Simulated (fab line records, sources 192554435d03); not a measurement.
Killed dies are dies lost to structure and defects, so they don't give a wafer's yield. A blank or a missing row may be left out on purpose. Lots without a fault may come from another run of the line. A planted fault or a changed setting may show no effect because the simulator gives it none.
A struck lot beside a sound one | flow n5_finfet | 35 steps out of a route of 1938
Sound: wafers L394.2, L394.5, L394.6. Struck: wafer L405.6. (L405.2, L405.5 of the same lot were not struck and are left out.) The cause comes at the end.
At each step with rows: each side's tool, then ch and its chambers, then its first start. Under that, the readings that differ: sound wafers | struck wafers | difference of the means | sigmas: that difference in standard deviations of wafers without a fault.
alike: readings whose means differ by less than 2 such deviations, and words and numbers that are the same on both sides. not compared: withheld readings, readings that some wafer has no value for, bounds like >300 that may hide the same value, and numbers for which the record gives no deviation and whose values overlap.
The two part at a step that has a row with sigmas, a row that says differs or no value, or rows on one side only. Numbers that don't overlap but have no deviation are shown without sigmas and don't part them. A reading that every wafer of one side lacks parts them only if that side has two wafers or more.

first, 2 steps without rows for these wafers: N5_FIN_CUT_SRD_32 (time 30 s); N5_FIN_CUT_UV_OZONE_34 (time 120 s).
N5_FIN_CUT_INSPECT_17: inspects for defects (brightfield).
  sound on defect_inspect-01, day 2 11:55; struck on defect_inspect-01, day 5 05:52
  alike: raw_defect_count
N5_STI_FIN_REVEAL_ALD_00: deposits SiO2, target thk 1 nm, pulse time 1 s.
  sound on ald_sin-03 ch 0,1, day 2 13:04; struck on ald_sin-03 ch 3, day 5 07:38
  reading                    | sound             | struck | difference | sigmas
  heater_power_w (W)         | 537 532 463       | 415    | -96        | -2
  precursor_pulse_height_rel | 1.018 1.042 0.993 | 0.967  | -0.051     | -3
N5_STI_FIN_REVEAL_ALD_14: deposits Si3N4, target thk 3 nm.
  sound on ald_sin-03 ch 0,1, day 2 13:07; struck on ald_sin-03 ch 3, day 5 07:41
  reading            | sound       | struck | difference | sigmas
  heater_power_w (W) | 906 956 844 | 738    | -164       | -2
then, 3 steps without rows for these wafers: N5_STI_FIN_REVEAL_FCVD_FILL_01 (material SiO2 flowable, target thk 312 nm, time 512.2 s); N5_STI_FIN_REVEAL_DENSIFY_02 (time 1800 s); N5_STI_FIN_REVEAL_CMP_04 (polishes, stops on Si3N4, t overpolish 4 s, target thk 131.83 nm).
N5_STI_FIN_REVEAL_THK_MEAS_05:
  sound on film_metro-02, day 2 19:02; struck on film_metro-02, day 5 13:01
  alike: thk_nm
then, 3 steps without rows for these wafers: N5_STI_FIN_REVEAL_DENSIFY_30; N5_STI_FIN_REVEAL_ETCHBACK_08 (etches SiO2 in C4F6/O2, target depth 30.5 nm, time 10.167 s); N5_STI_FIN_REVEAL_STRIP_24 (strips in N2/H2, time 90 s).
N5_STI_FIN_REVEAL_PRECLEAN_25: cleans in SPM, time 90 s.
  sound on wet_bench-02 ch 0,3,5, day 2 19:26; struck on wet_bench-04 ch 0,1,5, day 5 13:25
then, 3 steps without rows for these wafers: N5_STI_FIN_REVEAL_PRECLEAN_26 (cleans in SC1, time 45 s); N5_STI_FIN_REVEAL_PRECLEAN_29 (cleans in DHF, time 30 s); N5_STI_FIN_REVEAL_SRD_12 (time 30 s).
N5_STI_FIN_REVEAL_RECESS_09: chemistry HF/NH3, target SiO2, afs cycles 11, target depth 42.5 nm, sublimation time 60 s.
  sound on vapor_etch-01 ch 0,1, day 2 19:32; struck on vapor_etch-02 ch 0, day 5 14:34
  alike: drypump_motor_current_A
then, 3 steps without rows for these wafers: N5_STI_FIN_REVEAL_STRIP_16 (strips SiNx in H3PO4, target depth 23.8 nm); N5_STI_FIN_REVEAL_PRECLEAN_17 (cleans in NF3:NH3, afs cycles 1, time 20 s, sublimation time 60 s); N5_STI_FIN_REVEAL_ETCH_34 (etches Si in H2, material Si, target depth 0.97 nm).
N5_STI_FIN_REVEAL_OXIDATION_31: chemistry O2 PLASMA REMOTE, time 20 s.
  sound on plasma_asher-02 ch 0,1, day 2 21:41; struck on plasma_asher-02 ch 1, day 5 15:40
  alike: drypump_motor_current_A, heater_power_w, o2_flow_sccm
  not compared: rf_hours_counter_h
then, 3 steps without rows for these wafers: N5_STI_FIN_REVEAL_PRECLEAN_32 (cleans in NF3:NH3, afs cycles 1, time 20 s, sublimation time 60 s); N5_STI_FIN_REVEAL_STRIP_35 (strips Si3N4 in H3PO4, target depth 4 nm, time 39 s); N5_STI_FIN_REVEAL_SRD_21 (time 30 s).
N5_STI_FIN_REVEAL_OXIDATION_33: chemistry O2 PLASMA REMOTE, time 20 s.
  sound on plasma_asher-01 ch 0,1, day 2 22:02; struck on plasma_asher-01 ch 1, day 5 16:01
  reading             | sound          | struck | difference | sigmas
  o2_flow_sccm (sccm) | 3009 3009 3003 | 2985   | -22        | -2
  alike: drypump_motor_current_A, heater_power_w
  not compared: rf_hours_counter_h
then, 2 steps without rows for these wafers: N5_STI_FIN_REVEAL_CLEAN_19 (cleans in O3/DIW, time 120 s); N5_STI_FIN_REVEAL_SRD_23 (time 30 s).
N5_STI_FIN_REVEAL_CD_MEAS_22: target cd 6.238 nm, pitch 28 nm.
  sound on cd_sem-02, day 2 22:12; struck on cd_sem-03, day 5 16:11
  alike: cd_nm
N5_STI_FIN_REVEAL_FIN_H_MEAS_10:
  sound on ocd-01, day 2 22:14; struck on ocd-02, day 5 16:13
  alike: trench_depth_nm
then, 2 steps without rows for these wafers: N5_STI_FIN_REVEAL_PRECLEAN_18 (cleans in SC2, time 45 s); N5_STI_FIN_REVEAL_SRD_28 (time 30 s).
N5_STI_FIN_REVEAL_INSPECT_13: inspects for defects (darkfield).
  sound on defect_inspect-02, day 2 22:19; struck on defect_inspect-01, day 5 16:18
  reading          | sound   | struck | difference | sigmas
  raw_defect_count | 9 35 16 | 1435   | +1415      | +99 or more
then, 1 step without rows for these wafers: N5_DUMMY_GATE_PRECLEAN_00 (cleans in O3/DIW, time 60 s).
-- the record jumps here: 6 days lie between the struck wafers' starts before and after (it left off in module DUMMY_GATE and takes up again in module BEOL_M4, whose first step shown is number 1111 of the route) --
N5_BEOL_M4_RC_MEAS_101:
  sound on prober-01 ch 0, day 8 08:46; struck on prober-01 ch 0, day 11 13:13
  alike: DIBL_N, DIBL_P, IOFF_N, IOFF_P, ION_N, ION_P, SS_N, SS_P, VT_N, VT_P
-- the record jumps here: 5 days lie between the struck wafers' starts before and after (it left off in module BEOL_M4 and takes up again in module PASSIVATION, whose first step shown is number 1936 of the route) --
N5_PASSIVATION_PROBE_49:
  the record has rows for the struck wafers here (prober-01, day 16 08:27) and none for the sound ones

WHERE THEY PART
First at N5_STI_FIN_REVEAL_ALD_00; last, within this record, at N5_PASSIVATION_PROBE_49.

WHY: what the simulator had put in
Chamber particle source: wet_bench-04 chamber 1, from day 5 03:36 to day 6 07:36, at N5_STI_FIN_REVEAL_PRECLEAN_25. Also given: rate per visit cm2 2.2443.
